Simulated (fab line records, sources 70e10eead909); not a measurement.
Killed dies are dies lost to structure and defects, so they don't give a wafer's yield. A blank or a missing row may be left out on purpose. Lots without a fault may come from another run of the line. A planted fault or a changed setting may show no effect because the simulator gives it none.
Which tool did it? | flow nand_harc | 14 lots, 42 wafers sampled, at 5 steps of a route of 1159

WHAT THE GAUGES READ, wafer by wafer
NHARC_END_SORT_01. Usual: killed_at_array 29, standard deviation 11; killed_at_other 0.6, standard deviation 0.92; killed_at_periphery 3.2, standard deviation 2; killed_dies 33, standard deviation 11; killed_open 3.2, standard deviation 2; killed_short 1.9, standard deviation 1.5.
lot  | measured     | on        | killed_at_array | killed_at_other | killed_at_periphery | killed_dies | killed_open | killed_short | flag
L937 | day 22 06:48 | prober-02 | 109 106 109     | 0 0 0           | 4 2 3               | 113 108 112 | 6 1 1       | 0 3 1        | OFF
L940 | day 22 17:02 | prober-02 | 122 69 80       | 0 0 0           | 3 4 4               | 125 73 84   | 1 4 5       | 1 3 4        | OFF

WHICH TOOL RAN EACH LOT (tool, then ch and the chambers of the sampled wafers, then the start)
lot  | NHARC_A_STAIRCASE_ETCH_315         | NHARC_A_BONDPAD_PRE_CLEAN_26            | NHARC_THIN_TSV_STRIP_45              | NHARC_THIN_TSV_STRIP_62
L927 | rie_diel-12 ch 0,1,2, day 12 04:25 | pvd_sputter-03, day 19 04:26 or earlier | plasma_asher-01 ch 0,1, day 19 04:26 | plasma_asher-02 ch 0,1, day 19 05:59
L926 | rie_diel-04 ch 0,1,3, day 12 05:10 | pvd_sputter-02, day 18 17:37 or earlier | plasma_asher-01 ch 0,1, day 18 17:37 | plasma_asher-02 ch 0,1, day 18 19:32
L928 | rie_diel-12 ch 1,3, day 12 17:02   | pvd_sputter-03, day 19 07:02 or earlier | plasma_asher-01 ch 0,1, day 19 07:02 | plasma_asher-02 ch 0,1, day 19 08:34
L931 | rie_diel-04 ch 0,3, day 13 14:58   | pvd_sputter-03, day 20 14:47 or earlier | plasma_asher-02 ch 0,1, day 20 14:47 | plasma_asher-01 ch 0,1, day 20 16:20
L936 | rie_diel-04 ch 0,1, day 14 18:00   | pvd_sputter-03, day 21 05:40 or earlier | plasma_asher-01 ch 0,1, day 21 05:40 | plasma_asher-02 ch 0, day 21 07:23
L937 | rie_diel-11 ch 1,2, day 15 03:39   | pvd_sputter-03, day 21 17:03 or earlier | plasma_asher-02 ch 0,1, day 21 17:03 | plasma_asher-01 ch 1, day 21 18:37
L940 | rie_diel-11 ch 2,3, day 15 11:20   | pvd_sputter-01, day 22 02:40 or earlier | plasma_asher-02 ch 0,1, day 22 02:40 | plasma_asher-02 ch 0,1, day 22 04:31
L941 | rie_diel-12 ch 1,2,3, day 16 01:13 | pvd_sputter-01, day 22 15:41 or earlier | plasma_asher-02 ch 0,1, day 22 15:41 | plasma_asher-02 ch 0,1, day 22 17:16
L944 | rie_diel-12 ch 2,3, day 16 11:57   | pvd_sputter-03, day 23 18:39 or earlier | plasma_asher-02 ch 0, day 23 18:39   | plasma_asher-02 ch 0,1, day 23 21:19
L942 | rie_diel-12 ch 0,2,3, day 16 13:25 | pvd_sputter-01, day 23 02:25 or earlier | plasma_asher-02 ch 0,1, day 23 02:25 | plasma_asher-02 ch 0,1, day 23 03:55
L945 | rie_diel-04 ch 0,1, day 16 14:08   | pvd_sputter-02, day 23 18:56 or earlier | plasma_asher-02 ch 0,1, day 23 18:56 | plasma_asher-02 ch 0,1, day 23 21:27
L947 | rie_diel-12 ch 0,1,3, day 17 09:28 | pvd_sputter-02, day 24 09:38 or earlier | plasma_asher-02 ch 0,1, day 24 09:38 | plasma_asher-02 ch 0,1, day 24 11:49
L948 | rie_diel-04 ch 1,3, day 17 14:00   | pvd_sputter-01, day 24 05:31 or earlier | plasma_asher-02 ch 0, day 24 05:31   | plasma_asher-02 ch 0,1, day 24 07:16
L946 | rie_diel-11 ch 0,1,2, day 17 18:00 | pvd_sputter-03, day 24 04:41 or earlier | plasma_asher-02 ch 0,1, day 24 04:41 | plasma_asher-02 ch 0,1, day 24 06:31
- NHARC_A_STAIRCASE_ETCH_315: etches the open film in C4F8/O2/Ar, target depth 2500 nm, time 607.1 s.
- NHARC_A_BONDPAD_PRE_CLEAN_26: time 30 s.
- NHARC_THIN_TSV_STRIP_45: strips in O2.
- NHARC_THIN_TSV_STRIP_62: strips in N2/H2, time 20 s.

WHAT THE TOOLS THEMSELVES READ (means of the sampled wafers that have a number; where no wafer has one, the mark that the record gives instead)
NHARC_A_STAIRCASE_ETCH_315. Usual: oes_product_au 0.931 a.u., standard deviation 0.0079; rf_vpp_V 1824 V, standard deviation 12.
lot  | tool        | oes_product_au (a.u.) | rf_vpp_V (V) | flag
L927 | rie_diel-12 | 0.931                 | 1821         |
L926 | rie_diel-04 | 0.934                 | 1824         |
L928 | rie_diel-12 | 0.928                 | 1829         |
L931 | rie_diel-04 | 0.925                 | 1819         |
L936 | rie_diel-04 | 0.931                 | 1815         |
L937 | rie_diel-11 | 0.933                 | 1829         |
L940 | rie_diel-11 | 0.940                 | 1841         |
L941 | rie_diel-12 | 0.924                 | 1825         |
L944 | rie_diel-12 | 0.925                 | 1832         |
L942 | rie_diel-12 | 0.913                 | 1829         |
L945 | rie_diel-04 | 0.933                 | 1815         |
L947 | rie_diel-12 | 0.926                 | 1825         |
L948 | rie_diel-04 | 0.938                 | 1829         |
L946 | rie_diel-11 | 0.929                 | 1832         |

NHARC_A_BONDPAD_PRE_CLEAN_26. Usual: heater_power_w 412 W, standard deviation 46.
lot  | tool           | heater_power_w (W) | flag
L927 | pvd_sputter-03 | 456                |
L926 | pvd_sputter-02 | 399                |
L928 | pvd_sputter-03 | 423                |
L931 | pvd_sputter-03 | 459                |
L936 | pvd_sputter-03 | 437                |
L937 | pvd_sputter-03 | 458                |
L940 | pvd_sputter-01 | 376                |
L941 | pvd_sputter-01 | 390                |
L944 | pvd_sputter-03 | 432                |
L942 | pvd_sputter-01 | 366                |
L945 | pvd_sputter-02 | 403                |
L947 | pvd_sputter-02 | 384                |
L948 | pvd_sputter-01 | 381                |
L946 | pvd_sputter-03 | 415                |

NHARC_THIN_TSV_STRIP_45. Usual: drypump_motor_current_A 5.4 A, standard deviation 0.39; heater_power_w 314 W, standard deviation 13.
lot  | tool            | drypump_motor_current_A (A) | heater_power_w (W) | flag
L927 | plasma_asher-01 | 5.3                         | 306                |
L926 | plasma_asher-01 | 5.3                         | 307                |
L928 | plasma_asher-01 | 5.3                         | 302                |
L931 | plasma_asher-02 | 5.6                         | 324                |
L936 | plasma_asher-01 | 5.2                         | 307                |
L937 | plasma_asher-02 | 5.6                         | 317                |
L940 | plasma_asher-02 | 5.3                         | 316                |
L941 | plasma_asher-02 | 5.4                         | 309                |
L944 | plasma_asher-02 | 5.8                         | 329                |
L942 | plasma_asher-02 | 5.6                         | 324                |
L945 | plasma_asher-02 | 5.3                         | 316                |
L947 | plasma_asher-02 | 5.5                         | 324                |
L948 | plasma_asher-02 | 5.8                         | 330                |
L946 | plasma_asher-02 | 5.5                         | 322                |

NHARC_THIN_TSV_STRIP_62. Usual: drypump_motor_current_A 5.4 A, standard deviation 0.39; heater_power_w 315 W, standard deviation 14.
lot  | tool            | drypump_motor_current_A (A) | heater_power_w (W) | flag
L927 | plasma_asher-02 | 5.6                         | 319                |
L926 | plasma_asher-02 | 5.6                         | 319                |
L928 | plasma_asher-02 | 5.5                         | 322                |
L931 | plasma_asher-01 | 5.3                         | 310                |
L936 | plasma_asher-02 | 5.8                         | 334                |
L937 | plasma_asher-01 | 5.0                         | 298                |
L940 | plasma_asher-02 | 5.6                         | 317                |
L941 | plasma_asher-02 | 5.6                         | 321                |
L944 | plasma_asher-02 | 5.6                         | 320                |
L942 | plasma_asher-02 | 5.5                         | 324                |
L945 | plasma_asher-02 | 5.6                         | 318                |
L947 | plasma_asher-02 | 5.3                         | 317                |
L948 | plasma_asher-02 | 5.3                         | 316                |
L946 | plasma_asher-02 | 5.3                         | 315                |

THE ANSWER, worked out from the rows above alone
Rule: a lot is off if the mean of its wafers that have a number lies more than 3 standard deviations from the usual mean. A lot without any number at a reading at which 4 lots or more have one is off too. The other lots that the step has rows for count as sound. The gauges are gone through in route order, then the tools' own readings, and for those a lot's mean is taken as printed above. The first step at which some lot is off is used, and at that step the reading that is off furthest; a lot without a number counts as furthest.
Off: L937, L940, at NHARC_END_SORT_01 (killed_at_array). Neither off nor sound, because the step has no rows for them: L927, L926, L928, L931, L936, L941, L944, L942, L945, L947, L948, L946.
A tool fits if, at a process step before that reading, it ran every lot that is off, and no sound lot after the first of them. The gauges at NHARC_END_SORT_01 are tried like those tools. NHARC_A_BONDPAD_PRE_CLEAN_26 gives no start for some lots, so the hours and the order of its lots are those of NHARC_THIN_TSV_STRIP_45. Can't be told from this: 3 tools fit, rie_diel-11 at NHARC_A_STAIRCASE_ETCH_315, plasma_asher-02 at NHARC_THIN_TSV_STRIP_45, prober-02 at NHARC_END_SORT_01.

WHAT THE SIMULATOR HAD PUT IN
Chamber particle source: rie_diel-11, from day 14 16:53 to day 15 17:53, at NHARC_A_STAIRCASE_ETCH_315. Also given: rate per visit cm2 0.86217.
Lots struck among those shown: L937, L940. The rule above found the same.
